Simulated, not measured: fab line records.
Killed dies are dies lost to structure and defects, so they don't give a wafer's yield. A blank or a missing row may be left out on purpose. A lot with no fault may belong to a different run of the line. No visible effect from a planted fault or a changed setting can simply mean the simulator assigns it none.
A struck lot beside a sound one | flow nand harc | 13 out of 1159 route steps
Sound: wafers L836.2, L836.4, L836.6. Struck: wafers L841.1, L841.2 (left out: L841.5, a lot-mate that was not struck); the cause follows at the end.
Each step with rows lists, per side, the tool, then ch with its chambers, then its first start. Under that, the readings that differ: sound wafers | struck wafers | difference of the means | sigmas: that difference in standard deviations of wafers without a fault.
alike: same words and numbers on both sides, and readings whose means sit less than 2 such deviations apart. not compared: any withheld reading, any reading some wafer has no value for, any bound like >300 that may hide the same value, and any number with overlapping values for which the record gives no deviation.
A row with sigmas, a row that says differs or no value, or rows on one side alone: a step with any of these is where the two part. Numbers that don't overlap but have no deviation are shown without sigmas and don't part them. A reading missing from all wafers of one side parts the sides only when that side holds two or more wafers.

NHARC_A_SLIT_ETCH_29: etches the open film in CF4/O2, target depth 100 nm, overetch 10 nm, time 55 s.
  sound on rie diel-07 ch 2,3, day 15 05:28; struck on rie diel-07 ch 2,3, day 16 18:02
  alike: cf4 flow sccm, chamber pressure mTorr, drypump motor current A, mfc ar sccm, oes product au, rf vpp V, showerhead plenum p Torr, throttle valve pct
  not compared: rf hours counter h
NHARC_A_SLIT_STRIP_18: strips in O2.
  sound: rie diel-07 ch 0,1,3; struck: rie diel-07 ch 1,3
  alike: chamber pressure mTorr, drypump motor current A, mfc ar sccm, oes product au, rf vpp V, showerhead plenum p Torr, throttle valve pct
  not compared: rf hours counter h
then, 2 steps without rows for these wafers: NHARC_A_SLIT_PRECLEAN_19 (cleans in SC1); NHARC_A_SLIT_SRD_20.
NHARC_A_SLIT_CD_MEAS_21:
  sound on cd sem-03 at day 15 06:01; struck on cd sem-03 at day 16 18:33
  alike: cd nm
then, 3 steps without rows for these wafers: NHARC_A_SIN_REMOVE_WET_00 (chemistry H3PO4, time 15300 s); NHARC_A_SIN_REMOVE_PRECLEAN_01 (cleans in SC1); NHARC_A_SIN_REMOVE_SRD_02.
NHARC_A_SIN_REMOVE_INSPECT_04:
  sound on defect inspect-01 at day 15 13:40; struck on defect inspect-01 at day 17 00:08
  alike: raw defect count
NHARC_A_WL_FILL_ALD_00: deposits Al2O3, target thk 3 nm, pulse time 3 s, ald cycles 30.
  sound on ald hk-02 ch 0,2, day 15 13:44; struck on ald hk-01 ch 2,3, day 17 00:15
  alike: heater power w, precursor pulse height rel, susceptor temp C
  not compared: ald cycles
NHARC_A_WL_FILL_RTA_01: time 5 s.
  sound on rtp anneal-01 ch 0, day 15 14:02; struck on rtp anneal-02 ch 0, day 17 00:28
  reading            | sound                | struck        | difference | sigmas
  lamp power pct (%) | 29.5 29.6 29.6       | 26.8 26.7     | -2.8       | -2
  wafer_temp_C_max   | 1003.8 1003.9 1005.2 | 1006.5 1008.8 | +3.4       | +2
NHARC_A_WL_FILL_ALD_02: deposits TiN, target thk 2 nm, pulse time 3 s, ald cycles 100.
  sound on ald metal-04 ch 1,3, day 15 14:19; struck on ald metal-02 ch 1,3, day 17 00:43
  reading    | sound       | struck | difference | sigmas
  ald cycles | 100 100 100 | 50 50  | -50        |
  alike: heater power w, precursor pulse height rel, susceptor temp C
-- jump in the record: it breaks off in module A_WL_FILL and resumes in module END (first step shown: number 1159 of the route), and 5 days separate the struck wafers' starts before and after --
NHARC_END_SORT_01:
  here the record holds rows for the struck wafers (prober-01 ch 0, day 21 12:52) but none for the sound ones

## WHERE THEY PART
Earliest at NHARC_A_WL_FILL_RTA_01; latest, in this record, at NHARC_END_SORT_01.

WHY: the cause the simulator had injected
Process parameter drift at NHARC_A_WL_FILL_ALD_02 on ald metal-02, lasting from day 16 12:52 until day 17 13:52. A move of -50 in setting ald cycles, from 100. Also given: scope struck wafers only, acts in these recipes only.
